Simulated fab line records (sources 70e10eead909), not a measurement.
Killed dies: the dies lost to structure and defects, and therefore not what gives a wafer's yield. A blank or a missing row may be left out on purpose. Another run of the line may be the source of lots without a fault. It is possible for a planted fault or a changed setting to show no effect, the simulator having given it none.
Which of the tools did it? + flow nand harc + 24 lots with 72 wafers sampled at 6 steps, on a route of 1159 steps

== WHAT THE GAUGES READ, wafer by wafer ==
Not one reading of a measure or inspect step in the record can be checked against a usual standard deviation.

== TOOL THAT RAN EACH LOT (tool first, then ch and the chambers of the sampled wafers, then the start) ==
| lot  | NHARC_A_STAIRCASE_ETCH_188                    | NHARC_A_STAIRCASE_ETCH_192                    | NHARC_A_STAIRCASE_TRIM_200                    | NHARC_A_STAIRCASE_TRIM_233                    | NHARC_A_STAIRCASE_HM_OPEN_460                 | NHARC_A_STAIRCASE_HM_DEP_462  |
|------|-----------------------------------------------|-----------------------------------------------|-----------------------------------------------|-----------------------------------------------|-----------------------------------------------|-------------------------------|
| L075 | rie diel-09 ch 0,1,2, day 11 13:20 or earlier | rie diel-09 ch 0,2,3, day 11 13:20 or earlier | rie diel-09 ch 0,1,2, day 11 13:20 or earlier | rie diel-09 ch 1,2,3, day 11 13:20 or earlier | rie diel-11 ch 0,2,3, day 11 13:20 or earlier | acl dep-02 ch 0, day 11 13:20 |
| L074 | rie diel-11 ch 0,2,3, day 11 19:22 or earlier | rie diel-11 ch 0,1,3, day 11 19:22 or earlier | rie diel-08 ch 0,2,3, day 11 19:22 or earlier | rie diel-08 ch 1,2,3, day 11 19:22 or earlier | rie diel-08 ch 0,2,3, day 11 19:22 or earlier | acl dep-01 ch 0, day 11 19:22 |
| L076 | rie diel-09 ch 0,1,2, day 12 03:48 or earlier | rie diel-09 ch 0,2,3, day 12 03:48 or earlier | rie diel-11 ch 0,3, day 12 03:48 or earlier   | rie diel-08 ch 0,1, day 12 03:48 or earlier   | rie diel-09 ch 0,1, day 12 03:48 or earlier   | acl dep-03 ch 0, day 12 03:48 |
| L077 | rie diel-08 ch 0,2,3, day 12 05:37 or earlier | rie diel-08 ch 1,2,3, day 12 05:37 or earlier | rie diel-09 ch 0,1,2, day 12 05:37 or earlier | rie diel-11 ch 0,2,3, day 12 05:37 or earlier | rie diel-08 ch 0,1, day 12 05:37 or earlier   | acl dep-01 ch 0, day 12 05:37 |
| L078 | rie diel-11 ch 0,3, day 12 08:31 or earlier   | rie diel-11 ch 0,3, day 12 08:31 or earlier   | rie diel-11 ch 0,2,3, day 12 08:31 or earlier | rie diel-09 ch 0,1,2, day 12 08:31 or earlier | rie diel-08 ch 0,3, day 12 08:31 or earlier   | acl dep-03 ch 0, day 12 08:31 |
| L079 | rie diel-08 ch 1,2,3, day 12 20:14 or earlier | rie diel-08 ch 0,1,2, day 12 20:14 or earlier | rie diel-08 ch 1,2,3, day 12 20:14 or earlier | rie diel-11 ch 0,1,2, day 12 20:14 or earlier | rie diel-08 ch 0,2,3, day 12 20:14 or earlier | acl dep-03 ch 0, day 12 20:14 |
| L081 | rie diel-09 ch 0,1,3, day 13 04:19 or earlier | rie diel-09 ch 0,2,3, day 13 04:19 or earlier | rie diel-08 ch 0,1,3, day 13 04:19 or earlier | rie diel-08 ch 0,2,3, day 13 04:19 or earlier | rie diel-11 ch 0,2,3, day 13 04:19 or earlier | acl dep-03 ch 0, day 13 04:19 |
| L080 | rie diel-09 ch 1,2,3, day 13 06:22 or earlier | rie diel-09 ch 0,1,2, day 13 06:22 or earlier | rie diel-09 ch 1,2,3, day 13 06:22 or earlier | rie diel-09 ch 0,2,3, day 13 06:22 or earlier | rie diel-11 ch 0,1,2, day 13 06:22 or earlier | acl dep-02 ch 0, day 13 06:22 |
| L082 | rie diel-09 ch 0,2,3, day 13 19:05 or earlier | rie diel-09 ch 0,2,3, day 13 19:05 or earlier | rie diel-09 ch 1,2,3, day 13 19:05 or earlier | rie diel-08 ch 1,2,3, day 13 19:05 or earlier | rie diel-08 ch 0,2,3, day 13 19:05 or earlier | acl dep-01 ch 0, day 13 19:05 |
| L083 | rie diel-09 ch 0,1,2, day 13 23:10 or earlier | rie diel-09 ch 0,1,3, day 13 23:10 or earlier | rie diel-09 ch 0,2,3, day 13 23:10 or earlier | rie diel-09 ch 0,1,3, day 13 23:10 or earlier | rie diel-09 ch 0,2,3, day 13 23:10 or earlier | acl dep-01 ch 0, day 13 23:10 |
| L084 | rie diel-09 ch 1,2, day 14 03:13 or earlier   | rie diel-09 ch 0,2, day 14 03:13 or earlier   | rie diel-09 ch 1,3, day 14 03:13 or earlier   | rie diel-09 ch 0,1,2, day 14 03:13 or earlier | rie diel-11 ch 0,1,3, day 14 03:13 or earlier | acl dep-03 ch 0, day 14 03:13 |
| L085 | rie diel-11 ch 0,1, day 14 20:04 or earlier   | rie diel-11 ch 0,1,3, day 14 20:04 or earlier | rie diel-09 ch 0,2,3, day 14 20:04 or earlier | rie diel-09 ch 0,1, day 14 20:04 or earlier   | rie diel-08 ch 0,2, day 14 20:04 or earlier   | acl dep-02 ch 0, day 14 20:04 |
| L087 | rie diel-09 ch 1,2,3, day 14 20:08 or earlier | rie diel-09 ch 0,1,2, day 14 20:08 or earlier | rie diel-09 ch 0,2,3, day 14 20:08 or earlier | rie diel-11 ch 0,1,2, day 14 20:08 or earlier | rie diel-11 ch 0,2,3, day 14 20:08 or earlier | acl dep-01 ch 0, day 14 20:08 |
| L086 | rie diel-11 ch 2,3, day 15 01:09 or earlier   | rie diel-11 ch 0,2,3, day 15 01:09 or earlier | rie diel-11 ch 0,1,3, day 15 01:09 or earlier | rie diel-09 ch 0,1, day 15 01:09 or earlier   | rie diel-09 ch 1,3, day 15 01:09 or earlier   | acl dep-01 ch 0, day 15 01:09 |
| L088 | rie diel-09 ch 0,1,3, day 14 13:27 or earlier | rie diel-09 ch 0,1, day 14 13:27 or earlier   | rie diel-09 ch 1,2,3, day 14 13:27 or earlier | rie diel-11 ch 0,1,2, day 14 13:27            | rie diel-11 ch 1,3, day 15 00:24 or earlier   | acl dep-02 ch 0, day 15 00:24 |
| L089 | rie diel-09 ch 0,1,2, day 15 04:04 or earlier | rie diel-09 ch 0,2,3, day 15 04:04 or earlier | rie diel-09 ch 0,1,3, day 15 04:04 or earlier | rie diel-08 ch 0,1,2, day 15 04:04 or earlier | rie diel-08 ch 0,1,3, day 15 04:04 or earlier | acl dep-03 ch 0, day 15 04:04 |
| L090 | rie diel-11 ch 1,2, day 15 06:56 or earlier   | rie diel-11 ch 0,2,3, day 15 06:56 or earlier | rie diel-11 ch 0,1,2, day 15 06:56 or earlier | rie diel-09 ch 1,3, day 15 06:56 or earlier   | rie diel-08 ch 0,2,3, day 15 06:56 or earlier | acl dep-03 ch 0, day 15 06:56 |
| L093 | rie diel-09 ch 1,3, day 16 09:05 or earlier   | rie diel-09 ch 1,3, day 16 09:05 or earlier   | rie diel-08 ch 0,2, day 16 09:05 or earlier   | rie diel-09 ch 0,1,3, day 16 09:05 or earlier | rie diel-11 ch 0,2, day 16 09:05 or earlier   | acl dep-02 ch 0, day 16 09:05 |
| L092 | rie diel-11 ch 0,1, day 16 08:40 or earlier   | rie diel-11 ch 0,2,3, day 16 08:40 or earlier | rie diel-08 ch 0,3, day 16 08:40 or earlier   | rie diel-08 ch 0,2,3, day 16 08:40 or earlier | rie diel-08 ch 2,3, day 16 08:40 or earlier   | acl dep-03 ch 0, day 16 08:40 |
| L091 | rie diel-11 ch 0,2, day 16 14:34 or earlier   | rie diel-11 ch 0,2,3, day 16 14:34 or earlier | rie diel-11 ch 1,3, day 16 14:34 or earlier   | rie diel-08 ch 1,3, day 16 14:34 or earlier   | rie diel-08 ch 0,3, day 16 14:34 or earlier   | acl dep-01 ch 0, day 16 14:34 |
| L094 | rie diel-11 ch 0,1,2, day 16 17:05 or earlier | rie diel-11 ch 0,1,2, day 16 17:05 or earlier | rie diel-09 ch 1,3, day 16 17:05 or earlier   | rie diel-09 ch 0,2,3, day 16 17:05 or earlier | rie diel-09 ch 0,2,3, day 16 17:05 or earlier | acl dep-03 ch 0, day 16 17:05 |
| L095 | rie diel-08 ch 0,1,2, day 16 23:44 or earlier | rie diel-08 ch 1,3, day 16 23:44 or earlier   | rie diel-09 ch 0,1,2, day 16 23:44 or earlier | rie diel-09 ch 0,1,3, day 16 23:44 or earlier | rie diel-09 ch 0,2,3, day 16 23:44 or earlier | acl dep-03 ch 0, day 16 23:44 |
| L096 | rie diel-08 ch 0,1,3, day 16 22:52 or earlier | rie diel-08 ch 0,2,3, day 16 22:52 or earlier | rie diel-08 ch 0,1,2, day 16 22:52 or earlier | rie diel-09 ch 0,2,3, day 16 22:52 or earlier | rie diel-08 ch 0,2,3, day 16 22:52 or earlier | acl dep-01 ch 0, day 16 22:52 |
| L097 | rie diel-09 ch 0,2,3, day 17 01:25 or earlier | rie diel-09 ch 0,1,3, day 17 01:25 or earlier | rie diel-09 ch 0,1,2, day 17 01:25 or earlier | rie diel-09 ch 0,1,3, day 17 01:25 or earlier | rie diel-11 ch 0,1,2, day 17 01:25 or earlier | acl dep-01 ch 0, day 17 01:25 |
- NHARC_A_STAIRCASE_ETCH_188: etches the open film in C4F8/O2, target depth 100 nm, time 40.5 s.
- NHARC_A_STAIRCASE_ETCH_192: etches the open film in C4F8/O2, target depth 100 nm, time 40.5 s.
- NHARC_A_STAIRCASE_TRIM_200: chemistry O2, time 211.2 s.
- NHARC_A_STAIRCASE_TRIM_233: chemistry O2, time 211.2 s.
- NHARC_A_STAIRCASE_HM_OPEN_460: chemistry O2/COS.
- NHARC_A_STAIRCASE_HM_DEP_462: deposits aC, target thk 800 nm.

== WHAT THE TOOLS THEMSELVES READ (means of the sampled wafers that have a number; where no wafer has one, the mark that the record gives instead) ==
NHARC_A_STAIRCASE_ETCH_188. Usual: oes product au 0.937 a.u., standard deviation 0.012; rf vpp V 896 V, standard deviation 5.2.
| lot  | tool        | oes product au (a.u.) | rf vpp V (V) | flag |
|------|-------------|-----------------------|--------------|------|
| L075 | rie diel-09 | 0.920                 | 896          |      |
| L074 | rie diel-11 | 0.943                 | 895          |      |
| L076 | rie diel-09 | 0.940                 | 895          |      |
| L077 | rie diel-08 | 0.937                 | 899          |      |
| L078 | rie diel-11 | 0.924                 | 896          |      |
| L079 | rie diel-08 | 0.953                 | 896          |      |
| L081 | rie diel-09 | 0.944                 | 899          |      |
| L080 | rie diel-09 | 0.922                 | 898          |      |
| L082 | rie diel-09 | 0.950                 | 899          |      |
| L083 | rie diel-09 | 0.933                 | 895          |      |
| L084 | rie diel-09 | 0.950                 | 895          |      |
| L085 | rie diel-11 | 0.956                 | 900          |      |
| L087 | rie diel-09 | 0.948                 | 898          |      |
| L086 | rie diel-11 | 0.930                 | 890          |      |
| L088 | rie diel-09 | 0.932                 | 899          |      |
| L089 | rie diel-09 | 0.947                 | 895          |      |
| L090 | rie diel-11 | 0.943                 | 899          |      |
| L093 | rie diel-09 | 0.925                 | 902          |      |
| L092 | rie diel-11 | 0.930                 | 899          |      |
| L091 | rie diel-11 | 0.921                 | 898          |      |
| L094 | rie diel-11 | 0.930                 | 897          |      |
| L095 | rie diel-08 | 0.944                 | 898          |      |
| L096 | rie diel-08 | 0.924                 | 893          |      |
| L097 | rie diel-09 | 0.925                 | 898          |      |

NHARC_A_STAIRCASE_ETCH_192. Usual: oes product au 0.940 a.u., standard deviation 0.0097; rf vpp V 896 V, standard deviation 5.3.
| lot  | tool        | oes product au (a.u.) | rf vpp V (V) | flag |
|------|-------------|-----------------------|--------------|------|
| L075 | rie diel-09 | 0.940                 | 893          |      |
| L074 | rie diel-11 | 0.946                 | 895          |      |
| L076 | rie diel-09 | 0.941                 | 893          |      |
| L077 | rie diel-08 | 0.954                 | 895          |      |
| L078 | rie diel-11 | 0.945                 | 896          |      |
| L079 | rie diel-08 | 0.939                 | 898          |      |
| L081 | rie diel-09 | 0.942                 | 900          |      |
| L080 | rie diel-09 | 0.946                 | 895          |      |
| L082 | rie diel-09 | 0.958                 | 899          |      |
| L083 | rie diel-09 | 0.935                 | 898          |      |
| L084 | rie diel-09 | 0.940                 | 895          |      |
| L085 | rie diel-11 | 0.939                 | 895          |      |
| L087 | rie diel-09 | 0.949                 | 895          |      |
| L086 | rie diel-11 | 0.932                 | 894          |      |
| L088 | rie diel-09 | 0.935                 | 895          |      |
| L089 | rie diel-09 | 0.947                 | 898          |      |
| L090 | rie diel-11 | 0.945                 | 893          |      |
| L093 | rie diel-09 | 0.939                 | 901          |      |
| L092 | rie diel-11 | 0.943                 | 894          |      |
| L091 | rie diel-11 | 0.943                 | 893          |      |
| L094 | rie diel-11 | 0.930                 | 898          |      |
| L095 | rie diel-08 | 0.930                 | 890          |      |
| L096 | rie diel-08 | 0.943                 | 898          |      |
| L097 | rie diel-09 | 0.926                 | 898          |      |

NHARC_A_STAIRCASE_TRIM_200. Usual: drypump motor current A 5.5 A, standard deviation 0.5; oes product au 1.000 a.u., standard deviation 0.0072; rf vpp V 57.9 V, standard deviation 0.91; showerhead plenum p Torr 3.56 Torr, standard deviation 0.15; throttle valve pct 17.037 %, standard deviation 0.0091.
| lot  | tool        | drypump motor current A (A) | oes product au (a.u.) | rf vpp V (V) | showerhead plenum p Torr (Torr) | throttle valve pct (%) | flag |
|------|-------------|-----------------------------|-----------------------|--------------|---------------------------------|------------------------|------|
| L075 | rie diel-09 | 5.0                         | 0.994                 | 57.5         | 3.52                            | 17.033                 |      |
| L074 | rie diel-08 | 5.7                         | 1.003                 | 58.8         | 3.62                            | 17.043                 |      |
| L076 | rie diel-11 | 6.2                         | 0.992                 | 58.3         | 3.51                            | 17.040                 |      |
| L077 | rie diel-09 | 5.0                         | 0.993                 | 57.6         | 3.51                            | 17.026                 |      |
| L078 | rie diel-11 | 6.1                         | 0.994                 | 57.9         | 3.48                            | 17.033                 |      |
| L079 | rie diel-08 | 5.5                         | 0.997                 | 57.9         | 3.51                            | 17.030                 |      |
| L081 | rie diel-08 | 5.7                         | 1.007                 | 57.5         | 3.46                            | 17.029                 |      |
| L080 | rie diel-09 | 5.1                         | 0.998                 | 58.3         | 3.60                            | 17.041                 |      |
| L082 | rie diel-09 | 5.1                         | 1.000                 | 57.7         | 3.60                            | 17.032                 |      |
| L083 | rie diel-09 | 5.1                         | 1.010                 | 57.5         | 3.61                            | 17.034                 |      |
| L084 | rie diel-09 | 5.3                         | 0.995                 | 58.2         | 3.69                            | 17.040                 |      |
| L085 | rie diel-09 | 5.1                         | 0.998                 | 57.9         | 3.60                            | 17.038                 |      |
| L087 | rie diel-09 | 5.2                         | 1.004                 | 58.2         | 3.60                            | 17.039                 |      |
| L086 | rie diel-11 | 6.2                         | 0.999                 | 58.1         | 3.52                            | 17.040                 |      |
| L088 | rie diel-09 | 5.1                         | 1.003                 | 57.4         | 3.59                            | 17.039                 |      |
| L089 | rie diel-09 | 5.2                         | 1.003                 | 58.8         | 3.60                            | 17.043                 |      |
| L090 | rie diel-11 | 6.0                         | 1.001                 | 57.9         | 3.58                            | 17.047                 |      |
| L093 | rie diel-08 | 5.9                         | 1.001                 | 58.4         | 3.68                            | 17.036                 |      |
| L092 | rie diel-08 | 6.0                         | 1.001                 | 58.4         | 3.56                            | 17.036                 |      |
| L091 | rie diel-11 | 6.3                         | 0.999                 | 57.9         | 3.53                            | 17.036                 |      |
| L094 | rie diel-09 | 5.1                         | 1.011                 | 57.8         | 3.58                            | 17.035                 |      |
| L095 | rie diel-09 | 4.9                         | 0.998                 | 59.2         | 3.49                            | 17.037                 |      |
| L096 | rie diel-08 | 5.7                         | 0.997                 | 57.3         | 3.57                            | 17.036                 |      |
| L097 | rie diel-09 | 4.9                         | 0.999                 | 57.7         | 3.49                            | 17.028                 |      |

NHARC_A_STAIRCASE_TRIM_233. Usual: drypump motor current A 5.4 A, standard deviation 0.49; oes product au 1.000 a.u., standard deviation 0.007; rf vpp V 57.9 V, standard deviation 0.88; showerhead plenum p Torr 3.55 Torr, standard deviation 0.15; throttle valve pct 17.036 %, standard deviation 0.01.
| lot  | tool        | drypump motor current A (A) | oes product au (a.u.) | rf vpp V (V) | showerhead plenum p Torr (Torr) | throttle valve pct (%) | flag |
|------|-------------|-----------------------------|-----------------------|--------------|---------------------------------|------------------------|------|
| L075 | rie diel-09 | 5.1                         | 1.002                 | 58.1         | 3.43                            | 17.030                 |      |
| L074 | rie diel-08 | 5.5                         | 1.007                 | 57.5         | 3.51                            | 17.042                 |      |
| L076 | rie diel-08 | 6.0                         | 1.006                 | 57.4         | 3.55                            | 17.032                 |      |
| L077 | rie diel-11 | 6.2                         | 0.995                 | 58.0         | 3.48                            | 17.024                 |      |
| L078 | rie diel-09 | 4.9                         | 0.995                 | 57.3         | 3.51                            | 17.034                 |      |
| L079 | rie diel-11 | 6.0                         | 0.996                 | 57.8         | 3.59                            | 17.026                 |      |
| L081 | rie diel-08 | 5.6                         | 1.001                 | 58.1         | 3.61                            | 17.035                 |      |
| L080 | rie diel-09 | 5.2                         | 0.992                 | 58.5         | 3.61                            | 17.035                 |      |
| L082 | rie diel-08 | 5.5                         | 1.003                 | 58.1         | 3.50                            | 17.037                 |      |
| L083 | rie diel-09 | 5.2                         | 1.002                 | 58.7         | 3.60                            | 17.041                 |      |
| L084 | rie diel-09 | 5.0                         | 1.000                 | 57.3         | 3.50                            | 17.028                 |      |
| L085 | rie diel-09 | 5.0                         | 1.009                 | 57.5         | 3.51                            | 17.038                 |      |
| L087 | rie diel-11 | 6.0                         | 1.010                 | 57.4         | 3.58                            | 17.035                 |      |
| L086 | rie diel-09 | 5.0                         | 1.002                 | 57.8         | 3.51                            | 17.031                 |      |
| L088 | rie diel-11 | 6.0                         | 1.008                 | 58.3         | 3.58                            | 17.037                 |      |
| L089 | rie diel-08 | 5.7                         | 1.005                 | 57.6         | 3.58                            | 17.036                 |      |
| L090 | rie diel-09 | 5.1                         | 0.996                 | 58.3         | 3.58                            | 17.029                 |      |
| L093 | rie diel-09 | 5.2                         | 1.010                 | 57.9         | 3.59                            | 17.040                 |      |
| L092 | rie diel-08 | 5.7                         | 0.998                 | 59.1         | 3.60                            | 17.037                 |      |
| L091 | rie diel-08 | 5.5                         | 0.998                 | 57.5         | 3.37                            | 17.044                 |      |
| L094 | rie diel-09 | 5.2                         | 0.999                 | 59.0         | 3.59                            | 17.044                 |      |
| L095 | rie diel-09 | 5.2                         | 1.000                 | 58.4         | 3.59                            | 17.040                 |      |
| L096 | rie diel-09 | 5.2                         | 0.998                 | 58.1         | 3.59                            | 17.037                 |      |
| L097 | rie diel-09 | 5.2                         | 0.998                 | 58.4         | 3.59                            | 17.049                 |      |

NHARC_A_STAIRCASE_HM_OPEN_460. Usual: drypump motor current A 5.7 A, standard deviation 0.47; oes product au 1.000 a.u., standard deviation 0.0078; rf vpp V 467 V, standard deviation 3; showerhead plenum p Torr 3.13 Torr, standard deviation 0.14; throttle valve pct 28.332 %, standard deviation 0.0081.
| lot  | tool        | drypump motor current A (A) | oes product au (a.u.) | rf vpp V (V) | showerhead plenum p Torr (Torr) | throttle valve pct (%) | flag |
|------|-------------|-----------------------------|-----------------------|--------------|---------------------------------|------------------------|------|
| L075 | rie diel-11 | 6.1                         | 0.991                 | 466          | 3.08                            | 28.328                 |      |
| L074 | rie diel-08 | 5.7                         | 1.000                 | 469          | 3.20                            | 28.328                 |      |
| L076 | rie diel-09 | 5.0                         | 0.992                 | 467          | 3.11                            | 28.336                 |      |
| L077 | rie diel-08 | 6.0                         | 1.008                 | 467          | 3.14                            | 28.327                 |      |
| L078 | rie diel-08 | 6.0                         | 1.004                 | 468          | 3.17                            | 28.325                 |      |
| L079 | rie diel-08 | 5.7                         | 0.997                 | 469          | 3.20                            | 28.323                 |      |
| L081 | rie diel-11 | 6.1                         | 0.997                 | 466          | 3.08                            | 28.338                 |      |
| L080 | rie diel-11 | 6.0                         | 0.991                 | 468          | 3.18                            | 28.330                 |      |
| L082 | rie diel-08 | 5.7                         | 0.997                 | 468          | 3.20                            | 28.335                 |      |
| L083 | rie diel-09 | 5.1                         | 1.000                 | 468          | 3.19                            | 28.333                 |      |
| L084 | rie diel-11 | 6.2                         | 0.999                 | 467          | 3.12                            | 28.329                 |      |
| L085 | rie diel-08 | 5.7                         | 1.012                 | 472          | 3.30                            | 28.335                 |      |
| L087 | rie diel-11 | 6.1                         | 0.996                 | 467          | 3.07                            | 28.334                 |      |
| L086 | rie diel-09 | 5.3                         | 0.997                 | 470          | 3.27                            | 28.329                 |      |
| L088 | rie diel-11 | 6.4                         | 1.000                 | 465          | 3.02                            | 28.334                 |      |
| L089 | rie diel-08 | 5.8                         | 0.999                 | 466          | 3.05                            | 28.330                 |      |
| L090 | rie diel-08 | 5.7                         | 1.010                 | 468          | 3.19                            | 28.336                 |      |
| L093 | rie diel-11 | 5.9                         | 0.999                 | 467          | 3.12                            | 28.329                 |      |
| L092 | rie diel-08 | 5.4                         | 0.994                 | 469          | 3.22                            | 28.333                 |      |
| L091 | rie diel-08 | 5.7                         | 1.002                 | 466          | 3.08                            | 28.332                 |      |
| L094 | rie diel-09 | 5.2                         | 1.002                 | 468          | 3.18                            | 28.332                 |      |
| L095 | rie diel-09 | 5.2                         | 1.003                 | 469          | 3.18                            | 28.331                 |      |
| L096 | rie diel-08 | 5.7                         | 0.996                 | 468          | 3.18                            | 28.322                 |      |
| L097 | rie diel-11 | 6.0                         | 1.002                 | 469          | 3.16                            | 28.331                 |      |

NHARC_A_STAIRCASE_HM_DEP_462. Usual: 34.998 % for throttle valve pct, sd 0.0083.
| lot  | tool       | throttle valve pct (%) | flag |
|------|------------|------------------------|------|
| L075 | acl dep-02 | 34.999                 |      |
| L074 | acl dep-01 | 35.003                 |      |
| L076 | acl dep-03 | 34.994                 |      |
| L077 | acl dep-01 | 35.002                 |      |
| L078 | acl dep-03 | 34.995                 |      |
| L079 | acl dep-03 | 35.000                 |      |
| L081 | acl dep-03 | 35.005                 |      |
| L080 | acl dep-02 | 35.001                 |      |
| L082 | acl dep-01 | 35.005                 |      |
| L083 | acl dep-01 | 35.000                 |      |
| L084 | acl dep-03 | 34.987                 |      |
| L085 | acl dep-02 | 34.999                 |      |
| L087 | acl dep-01 | 35.000                 |      |
| L086 | acl dep-01 | 34.988                 |      |
| L088 | acl dep-02 | 35.002                 |      |
| L089 | acl dep-03 | 35.001                 |      |
| L090 | acl dep-03 | 34.992                 |      |
| L093 | acl dep-02 | 34.998                 |      |
| L092 | acl dep-03 | 35.000                 |      |
| L091 | acl dep-01 | 34.995                 |      |
| L094 | acl dep-03 | 35.003                 |      |
| L095 | acl dep-03 | 34.998                 |      |
| L096 | acl dep-01 | 34.999                 |      |
| L097 | acl dep-01 | 35.001                 |      |

== THE ANSWER, worked out from the rows above alone ==
Rule: lot off if the mean of its wafers having a number is beyond 3 standard deviations from the usual mean. A lot without any number at a reading at which 4 lots or more have one is off too. Any other lot the step has rows for is counted as sound. After the gauges, taken in route order, come the tools' own readings; for these a lot's mean is taken, as printed above. The first step at which some lot is off is used, and at that step the reading that is off furthest; a lot without a number counts as furthest.
No lot is off at any reading shown: from this, nothing can be told.

== WHAT THE SIMULATOR PUT IN ==
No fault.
